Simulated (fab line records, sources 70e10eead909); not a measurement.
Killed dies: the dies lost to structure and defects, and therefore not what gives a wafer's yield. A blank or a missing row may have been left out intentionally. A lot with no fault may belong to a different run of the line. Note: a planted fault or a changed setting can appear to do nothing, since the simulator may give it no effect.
Which tool did it? :: flow nand_harc :: 24 lots, 72 wafers sampled, at 3 steps of a route of 1302

WHAT THE GAUGES READ, wafer by wafer
NHARC_A_WL_FILL_INSPECT_15. Usual: raw_defect_count 512, standard deviation 130.
lot: L074
measured: day 21 18:41
on: defect_inspect-02
raw_defect_count: 435 558 550
flag: 

lot: L076
measured: day 21 18:41
on: defect_inspect-01
raw_defect_count: 657 474 577
flag: 

lot: L075
measured: day 21 21:55
on: defect_inspect-02
raw_defect_count: 330 380 290
flag: 

lot: L077
measured: day 22 07:44
on: defect_inspect-02
raw_defect_count: 421 498 585
flag: 

lot: L078
measured: day 23 04:53
on: defect_inspect-02
raw_defect_count: 535 431 575
flag: 

lot: L079
measured: day 23 07:22
on: defect_inspect-01
raw_defect_count: 778 461 421
flag: 

lot: L080
measured: day 24 07:46
on: defect_inspect-02
raw_defect_count: 608 705 506
flag: 

lot: L081
measured: day 25 01:17
on: defect_inspect-02
raw_defect_count: 598 311 488
flag: 

lot: L082
measured: day 25 05:08
on: defect_inspect-02
raw_defect_count: 292 436 477
flag: 

lot: L083
measured: day 25 09:14
on: defect_inspect-01
raw_defect_count: 566 707 575
flag: 

lot: L084
measured: day 25 15:49
on: defect_inspect-02
raw_defect_count: 339 377 361
flag: 

lot: L086
measured: day 25 21:17
on: defect_inspect-01
raw_defect_count: 668 551 591
flag: 

lot: L085
measured: day 26 04:34
on: defect_inspect-02
raw_defect_count: 615 488 354
flag: 

lot: L087
measured: day 26 04:34
on: defect_inspect-01
raw_defect_count: 540 420 382
flag: 

lot: L089
measured: day 27 14:04
on: defect_inspect-01
raw_defect_count: 511 509 479
flag: 

lot: L088
measured: day 27 14:14
on: defect_inspect-02
raw_defect_count: 458 821 616
flag: 

lot: L091
measured: day 28 07:23
on: defect_inspect-02
raw_defect_count: 495 651 499
flag: 

lot: L090
measured: day 28 07:31
on: defect_inspect-02
raw_defect_count: 343 471 452
flag: 

lot: L092
measured: day 28 20:36
on: defect_inspect-02
raw_defect_count: 465 425 400
flag: 

lot: L094
measured: day 29 19:10
on: defect_inspect-02
raw_defect_count: 366 387 528
flag: 

lot: L093
measured: day 30 02:17
on: defect_inspect-01
raw_defect_count: 504 395 387
flag: 

lot: L096
measured: day 30 07:47
on: defect_inspect-01
raw_defect_count: 474 353 389
flag: 

lot: L095
measured: day 30 07:47
on: defect_inspect-02
raw_defect_count: 636 423 500
flag: 

lot: L097
measured: day 31 08:23
on: defect_inspect-01
raw_defect_count: 549 693 737
flag: 

EACH LOT AND THE TOOL THAT RAN IT (in order: tool; ch and the chambers of the sampled wafers; start)
lot: L074
NHARC_A_WL_FILL_ALD_19: ald_metal-04 ch 0,2,3, day 21 17:52
NHARC_A_WL_FILL_CVD_20: cvd_w-01 ch 0,1, day 21 18:41 or earlier

lot: L076
NHARC_A_WL_FILL_ALD_19: ald_metal-03 ch 0,2,3, day 21 17:53
NHARC_A_WL_FILL_CVD_20: cvd_w-02 ch 0,1, day 21 18:41 or earlier

lot: L075
NHARC_A_WL_FILL_ALD_19: ald_metal-02 ch 0,2,3, day 21 21:07
NHARC_A_WL_FILL_CVD_20: cvd_w-01 ch 0,1, day 21 21:55 or earlier

lot: L077
NHARC_A_WL_FILL_ALD_19: ald_metal-03 ch 0,2,3, day 22 06:53
NHARC_A_WL_FILL_CVD_20: cvd_w-02 ch 0,1, day 22 07:44 or earlier

lot: L078
NHARC_A_WL_FILL_ALD_19: ald_metal-03 ch 1,2,3, day 23 04:02
NHARC_A_WL_FILL_CVD_20: cvd_w-02 ch 0,1, day 23 04:53 or earlier

lot: L079
NHARC_A_WL_FILL_ALD_19: ald_metal-04 ch 2,3, day 23 06:33
NHARC_A_WL_FILL_CVD_20: cvd_w-01 ch 0,1, day 23 07:22 or earlier

lot: L080
NHARC_A_WL_FILL_ALD_19: ald_metal-04 ch 2,3, day 24 06:44
NHARC_A_WL_FILL_CVD_20: cvd_w-02 ch 1, day 24 07:46 or earlier

lot: L081
NHARC_A_WL_FILL_ALD_19: ald_metal-02 ch 0,3, day 25 00:25
NHARC_A_WL_FILL_CVD_20: cvd_w-01 ch 0,1, day 25 01:17 or earlier

lot: L082
NHARC_A_WL_FILL_ALD_19: ald_metal-04 ch 1,2, day 25 04:17
NHARC_A_WL_FILL_CVD_20: cvd_w-01 ch 0,1, day 25 05:08 or earlier

lot: L083
NHARC_A_WL_FILL_ALD_19: ald_metal-02 ch 0,2,3, day 25 08:24
NHARC_A_WL_FILL_CVD_20: cvd_w-02 ch 0,1, day 25 09:14 or earlier

lot: L084
NHARC_A_WL_FILL_ALD_19: ald_metal-02 ch 0,2,3, day 25 14:59
NHARC_A_WL_FILL_CVD_20: cvd_w-02 ch 0,1, day 25 15:49 or earlier

lot: L086
NHARC_A_WL_FILL_ALD_19: ald_metal-02 ch 0,1, day 25 20:27
NHARC_A_WL_FILL_CVD_20: cvd_w-01 ch 0,1, day 25 21:17 or earlier

lot: L085
NHARC_A_WL_FILL_ALD_19: ald_metal-04 ch 1,2,3, day 26 03:43
NHARC_A_WL_FILL_CVD_20: cvd_w-02 ch 0,1, day 26 04:34 or earlier

lot: L087
NHARC_A_WL_FILL_ALD_19: ald_metal-02 ch 0,1, day 26 03:43
NHARC_A_WL_FILL_CVD_20: cvd_w-01 ch 0,1, day 26 04:34 or earlier

lot: L089
NHARC_A_WL_FILL_ALD_19: ald_metal-02 ch 0,1,2, day 27 11:55
NHARC_A_WL_FILL_CVD_20: cvd_w-01 ch 0,1, day 27 14:04 or earlier

lot: L088
NHARC_A_WL_FILL_ALD_19: ald_metal-03 ch 0,3, day 27 11:56
NHARC_A_WL_FILL_CVD_20: cvd_w-01 ch 0,1, day 27 14:14 or earlier

lot: L091
NHARC_A_WL_FILL_ALD_19: ald_metal-02 ch 1,2,3, day 28 06:32
NHARC_A_WL_FILL_CVD_20: cvd_w-01 ch 0,1, day 28 07:23 or earlier

lot: L090
NHARC_A_WL_FILL_ALD_19: ald_metal-03 ch 1,3, day 28 06:33
NHARC_A_WL_FILL_CVD_20: cvd_w-01 ch 0,1, day 28 07:31 or earlier

lot: L092
NHARC_A_WL_FILL_ALD_19: ald_metal-02 ch 0,2, day 28 19:37
NHARC_A_WL_FILL_CVD_20: cvd_w-01 ch 0, day 28 20:36 or earlier

lot: L094
NHARC_A_WL_FILL_ALD_19: ald_metal-04 ch 0,3, day 29 18:17
NHARC_A_WL_FILL_CVD_20: cvd_w-02 ch 0,1, day 29 19:10 or earlier

lot: L093
NHARC_A_WL_FILL_ALD_19: ald_metal-02 ch 0,1,2, day 30 01:26
NHARC_A_WL_FILL_CVD_20: cvd_w-02 ch 0,1, day 30 02:17 or earlier

lot: L096
NHARC_A_WL_FILL_ALD_19: ald_metal-03 ch 1,3, day 30 06:58
NHARC_A_WL_FILL_CVD_20: cvd_w-01 ch 1, day 30 07:47 or earlier

lot: L095
NHARC_A_WL_FILL_ALD_19: ald_metal-04 ch 0,1,2, day 30 06:58
NHARC_A_WL_FILL_CVD_20: cvd_w-02 ch 0, day 30 07:47 or earlier

lot: L097
NHARC_A_WL_FILL_ALD_19: ald_metal-03 ch 0,1,2, day 31 07:25
NHARC_A_WL_FILL_CVD_20: cvd_w-02 ch 1, day 31 08:23 or earlier
- NHARC_A_WL_FILL_ALD_19: deposits TiN, target thk 2 nm, pulse time 3 s, ald cycles 100.
- NHARC_A_WL_FILL_CVD_20: deposits W, target thk 100 nm, time 74 s.

AS READ BY THE TOOLS THEMSELVES (means over the sampled wafers that have a number; for cases with no such wafer, the mark the record gives instead)
NHARC_A_WL_FILL_ALD_19. Usual: heater_power_w 1107 W, standard deviation 62; precursor_pulse_height_rel 1.001, standard deviation 0.02.
lot: L074
tool: ald_metal-04
heater_power_w (W): 1112
precursor_pulse_height_rel: 0.999
flag: 

lot: L076
tool: ald_metal-03
heater_power_w (W): 1031
precursor_pulse_height_rel: 1.002
flag: 

lot: L075
tool: ald_metal-02
heater_power_w (W): 1158
precursor_pulse_height_rel: 1.002
flag: 

lot: L077
tool: ald_metal-03
heater_power_w (W): 1037
precursor_pulse_height_rel: 1.019
flag: 

lot: L078
tool: ald_metal-03
heater_power_w (W): 1011
precursor_pulse_height_rel: 0.994
flag: 

lot: L079
tool: ald_metal-04
heater_power_w (W): 1110
precursor_pulse_height_rel: 1.010
flag: 

lot: L080
tool: ald_metal-04
heater_power_w (W): 1124
precursor_pulse_height_rel: 1.017
flag: 

lot: L081
tool: ald_metal-02
heater_power_w (W): 1137
precursor_pulse_height_rel: 1.021
flag: 

lot: L082
tool: ald_metal-04
heater_power_w (W): 1101
precursor_pulse_height_rel: 1.000
flag: 

lot: L083
tool: ald_metal-02
heater_power_w (W): 1132
precursor_pulse_height_rel: 0.998
flag: 

lot: L084
tool: ald_metal-02
heater_power_w (W): 1160
precursor_pulse_height_rel: 0.980
flag: 

lot: L086
tool: ald_metal-02
heater_power_w (W): 1147
precursor_pulse_height_rel: 0.991
flag: 

lot: L085
tool: ald_metal-04
heater_power_w (W): 1121
precursor_pulse_height_rel: 1.006
flag: 

lot: L087
tool: ald_metal-02
heater_power_w (W): 1153
precursor_pulse_height_rel: 1.005
flag: 

lot: L089
tool: ald_metal-02
heater_power_w (W): 1163
precursor_pulse_height_rel: 1.007
flag: 

lot: L088
tool: ald_metal-03
heater_power_w (W): 1117
precursor_pulse_height_rel: 1.020
flag: 

lot: L091
tool: ald_metal-02
heater_power_w (W): 1158
precursor_pulse_height_rel: 1.004
flag: 

lot: L090
tool: ald_metal-03
heater_power_w (W): 1015
precursor_pulse_height_rel: 0.959
flag: 

lot: L092
tool: ald_metal-02
heater_power_w (W): 1144
precursor_pulse_height_rel: 1.011
flag: 

lot: L094
tool: ald_metal-04
heater_power_w (W): 1175
precursor_pulse_height_rel: 0.991
flag: 

lot: L093
tool: ald_metal-02
heater_power_w (W): 1154
precursor_pulse_height_rel: 0.996
flag: 

lot: L096
tool: ald_metal-03
heater_power_w (W): 1025
precursor_pulse_height_rel: 0.998
flag: 

lot: L095
tool: ald_metal-04
heater_power_w (W): 1093
precursor_pulse_height_rel: 1.018
flag: 

lot: L097
tool: ald_metal-03
heater_power_w (W): 1061
precursor_pulse_height_rel: 1.019
flag: 

NHARC_A_WL_FILL_CVD_20. Usual: heater_power_w 835 W, standard deviation 64; throttle_valve_pct 8.04 %, standard deviation 0.24.
lot: L074
tool: cvd_w-01
heater_power_w (W): 898
throttle_valve_pct (%): 8.06
flag: 

lot: L076
tool: cvd_w-02
heater_power_w (W): 811
throttle_valve_pct (%): 7.91
flag: 

lot: L075
tool: cvd_w-01
heater_power_w (W): 839
throttle_valve_pct (%): 8.18
flag: 

lot: L077
tool: cvd_w-02
heater_power_w (W): 823
throttle_valve_pct (%): 7.60
flag: 

lot: L078
tool: cvd_w-02
heater_power_w (W): 814
throttle_valve_pct (%): 7.93
flag: 

lot: L079
tool: cvd_w-01
heater_power_w (W): 909
throttle_valve_pct (%): 8.04
flag: 

lot: L080
tool: cvd_w-02
heater_power_w (W): 895
throttle_valve_pct (%): 8.16
flag: 

lot: L081
tool: cvd_w-01
heater_power_w (W): 813
throttle_valve_pct (%): 7.98
flag: 

lot: L082
tool: cvd_w-01
heater_power_w (W): 815
throttle_valve_pct (%): 8.09
flag: 

lot: L083
tool: cvd_w-02
heater_power_w (W): 863
throttle_valve_pct (%): 7.98
flag: 

lot: L084
tool: cvd_w-02
heater_power_w (W): 837
throttle_valve_pct (%): 7.99
flag: 

lot: L086
tool: cvd_w-01
heater_power_w (W): 829
throttle_valve_pct (%): 7.95
flag: 

lot: L085
tool: cvd_w-02
heater_power_w (W): 850
throttle_valve_pct (%): 8.04
flag: 

lot: L087
tool: cvd_w-01
heater_power_w (W): 821
throttle_valve_pct (%): 7.93
flag: 

lot: L089
tool: cvd_w-01
heater_power_w (W): 803
throttle_valve_pct (%): 7.99
flag: 

lot: L088
tool: cvd_w-01
heater_power_w (W): 859
throttle_valve_pct (%): 8.08
flag: 

lot: L091
tool: cvd_w-01
heater_power_w (W): 860
throttle_valve_pct (%): 8.15
flag: 

lot: L090
tool: cvd_w-01
heater_power_w (W): 824
throttle_valve_pct (%): 8.04
flag: 

lot: L092
tool: cvd_w-01
heater_power_w (W): 764
throttle_valve_pct (%): 7.90
flag: 

lot: L094
tool: cvd_w-02
heater_power_w (W): 808
throttle_valve_pct (%): 8.02
flag: 

lot: L093
tool: cvd_w-02
heater_power_w (W): 806
throttle_valve_pct (%): 7.93
flag: 

lot: L096
tool: cvd_w-01
heater_power_w (W): 900
throttle_valve_pct (%): 8.11
flag: 

lot: L095
tool: cvd_w-02
heater_power_w (W): 796
throttle_valve_pct (%): 7.89
flag: 

lot: L097
tool: cvd_w-02
heater_power_w (W): 813
throttle_valve_pct (%): 8.41
flag: 

THE ANSWER, worked out from the rows above alone
Rule: a lot is off if the mean of its wafers that have a number lies more than 3 standard deviations from the usual mean. Also off: a lot with no number at a reading for which 4 or more lots have one. Any other lot the step has rows for is counted as sound. The gauges are gone through in route order, then the tools' own readings, and for those a lot's mean is taken as printed above. The first step at which some lot is off is used, and at that step the reading that is off furthest; a lot without a number counts as furthest.
Nothing can be told from this: no lot is off at any reading shown.

WHAT THE SIMULATOR PUT IN
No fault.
